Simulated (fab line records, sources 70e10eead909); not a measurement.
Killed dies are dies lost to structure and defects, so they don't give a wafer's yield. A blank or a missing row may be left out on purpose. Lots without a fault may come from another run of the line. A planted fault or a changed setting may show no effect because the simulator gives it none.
Chamber matching | flow nand_harc | NHARC_P_CONTACT_CMP_24 on cmp-01: 4 sister chambers
The step polishes, t overpolish 30 s, target thk 200 nm. 7 wafers are shown with their chamber, then 10 later ones without.

WAFERS WITH THEIR CHAMBER
wafer  | chamber | motor_current_A (A) | time_to_endpoint_s (s)
L078.3 | 0       | 12.4                | 34
L079.4 | 2       | 10.8                | 39
L083.1 | 1       | 14.4                | 39
L083.2 | 2       | 11.4                | 38
L083.6 | 3       | 11.5                | 40
L085.1 | 3       | 12.3                | 38
L085.4 | 1       | 13.9                | 40

WAFERS WITHOUT THEIR CHAMBER
wafer  | motor_current_A (A) | time_to_endpoint_s (s)
L085.6 | 11.7                | 38
L087.3 | 11.5                | 36
L087.4 | 10.8                | 39
L087.5 | 11.4                | 41
L092.1 | 11.3                | 45
L092.4 | 11.7                | 39
L092.6 | 10.6                | 39
L094.1 | 12.5                | 42
L094.2 | 11.3                | 36
L094.5 | 11.6                | 38

WHICH CHAMBER EACH WENT THROUGH
wafer  | from the rows above          | in truth
L085.6 | can't be placed: 3 or 2      | 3
L087.3 | can't be placed: 2 or 0 or 3 | 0
L087.4 | can't be placed: 2 or 3      | 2
L087.5 | can't be placed: 3 or 2      | 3
L092.1 | can't be placed: 3 or 2      | 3
L092.4 | can't be placed: 3 or 2      | 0
L092.6 | can't be placed: 2 or 3      | 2
L094.1 | can't be placed: 3 or 1 or 2 | 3
L094.2 | can't be placed: 2 or 0 or 3 | 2
L094.5 | can't be placed: 3 or 2      | 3
Placed correctly: 0 of 10. Can't be placed from these rows: 10 (the true chamber is among the candidates in 9). Placed wrongly: 0.
How it was worked out, from the rows above alone: a wafer's distance from a chamber is the root of the sum, over the readings, of the square of ((its reading less the chamber's mean) divided by the reading's scatter). The wafer belongs to the nearest chamber; if the next one is less than 2 further off, it can't be placed. A chamber's mean is the mean of its shown wafers. The scatter: the root of (the sum of the squares of (reading less its chamber's mean) over the shown wafers, divided by (wafers less chambers)).
